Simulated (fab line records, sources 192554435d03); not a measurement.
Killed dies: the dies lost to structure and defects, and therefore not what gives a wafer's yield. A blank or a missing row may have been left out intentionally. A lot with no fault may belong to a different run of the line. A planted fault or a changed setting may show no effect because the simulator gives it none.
A lot that was struck, set against a sound lot | flow n5 finfet | 14 out of 1938 route steps
Sound: wafers L602.1, L602.2, L602.4. Struck: wafers L617.5, L617.6. (L617.4 of the same lot was not struck and is left out.) The cause comes at the end.
At each step with rows: each side's tool, then ch and its chambers, then its first start. Under that, the readings that differ: sound wafers | struck wafers | difference of the means | sigmas: that difference in standard deviations of wafers without a fault.
alike: readings with means less than 2 such deviations apart, plus words and numbers identical on both sides. not compared: withheld readings, readings lacking a value on some wafer, bounds such as >300 that could conceal the same value, and numbers that have no deviation in the record and whose values overlap.
The two part at a step that has a row with sigmas, a row that says differs or no value, or rows on one side only. Numbers that don't overlap but have no deviation are shown without sigmas and don't part them. A reading that every wafer of one side lacks parts them only if that side has two wafers or more.

N5_MIM_BOT_LITHO_CD_MEAS_08: target cd 3000 nm.
  sound on cd sem-03 ch 0, day 12 21:14; struck on cd sem-02 ch 0, day 16 14:16
  alike: cd nm
N5_MIM_BOT_LITHO_OVL_MEAS_11:
  sound on overlay-01 ch 0, day 12 21:16; struck on overlay-02 ch 0, day 16 14:17
  alike: MIM_BOT_OVL
N5_MIM_BOT_LITHO_INSPECT_12: inspects for defects (macro).
  sound: defect inspect-02 at day 12 21:17; struck: defect inspect-01 at day 16 14:19
  alike: raw defect count
then, 1 step without rows for these wafers: N5_MIM_BOT_LITHO_DESCUM_10 (chemistry O2, time 7.9 s).
N5_MIM_BOT_ETCH_ETCH_04: etches SiNx in CF4/O2, target depth 26 nm, time 13 s.
  sound on rie diel-04 ch 0,2,3, day 12 21:25; struck on rie diel-02 ch 1,2, day 16 14:25
  alike: O2_flow_sccm, chamber pressure mTorr, drypump motor current A, oes product au, rf vpp V, showerhead plenum p Torr, throttle valve pct
  not compared: rf hours counter h
N5_MIM_BOT_ETCH_ETCH_03: etches the open film in Cl2/BCl3, target depth 12 nm.
  sound on rie metal-03 ch 0,1, day 12 21:31; struck on rie metal-01 ch 0,1, day 16 14:32
  alike: chamber pressure mTorr, drypump motor current A, oes product au, throttle valve pct
  not compared: rf hours counter h
N5_MIM_BOT_ETCH_ETCH_00: etches TiN in Cl2/BCl3, target depth 45.5 nm.
  sound on rie metal-03 ch 0,1, day 12 21:36; struck on rie metal-01 ch 0,1, day 16 14:38
  alike: chamber pressure mTorr, drypump motor current A, oes product au, throttle valve pct
  not compared: rf hours counter h
N5_MIM_BOT_ETCH_STRIP_01: strips in O2.
  sound on rie diel-02 ch 0,2,3, day 12 21:44; struck on rie diel-04 ch 0,1, day 16 14:44
  reading                | sound      | struck | difference                    | sigmas
  rf hours counter h (h) | 219 18 216 | - -    | no value on the struck wafers |
  alike: chamber pressure mTorr, drypump motor current A, oes product au, rf vpp V, showerhead plenum p Torr, temp c, throttle valve pct
then, 3 steps without rows for these wafers: N5_MIM_BOT_ETCH_STRIP_02 (strips in post etch residue remover, time 1200 s); N5_MIM_BOT_ETCH_CLEAN_05 (cleans in IPA, time 180 s); N5_MIM_BOT_ETCH_SRD_06 (time 30 s).
N5_PASSIVATION_PECVD_55: deposits SiO2 from SiH4/N2O, target thk 400 nm, time 22.5 s.
  sound on pecvd-01 ch 0,1,2, day 12 22:14; struck on pecvd-01 ch 0,2, day 16 15:20
  alike: heater power w, showerhead plenum p Torr, susceptor temp C, throttle valve pct
N5_PASSIVATION_PECVD_01: deposits SiNx from SiH4/NH3/N2, target thk 200 nm, time 43.2 s.
  sound on pecvd-01 ch 0,1,2, day 12 22:16; struck on pecvd-01 ch 0,2, day 16 15:22
  reading              | sound                | struck | difference                    | sigmas
  susceptor temp C (C) | 399.91 400.25 399.89 | - -    | no value on the struck wafers |
  alike: heater power w, showerhead plenum p Torr, throttle valve pct
  not compared: model.SiNx_of_PASSIVATION_PECVD_01.thk nm
then, 1 step without rows for these wafers: N5_PASSIVATION_HMDS_03 (time 60 s).

== WHERE THEY PART ==
At N5_MIM_BOT_ETCH_STRIP_01 first; at N5_PASSIVATION_PECVD_01 last (within this record only).

WHY: the cause the simulator had injected
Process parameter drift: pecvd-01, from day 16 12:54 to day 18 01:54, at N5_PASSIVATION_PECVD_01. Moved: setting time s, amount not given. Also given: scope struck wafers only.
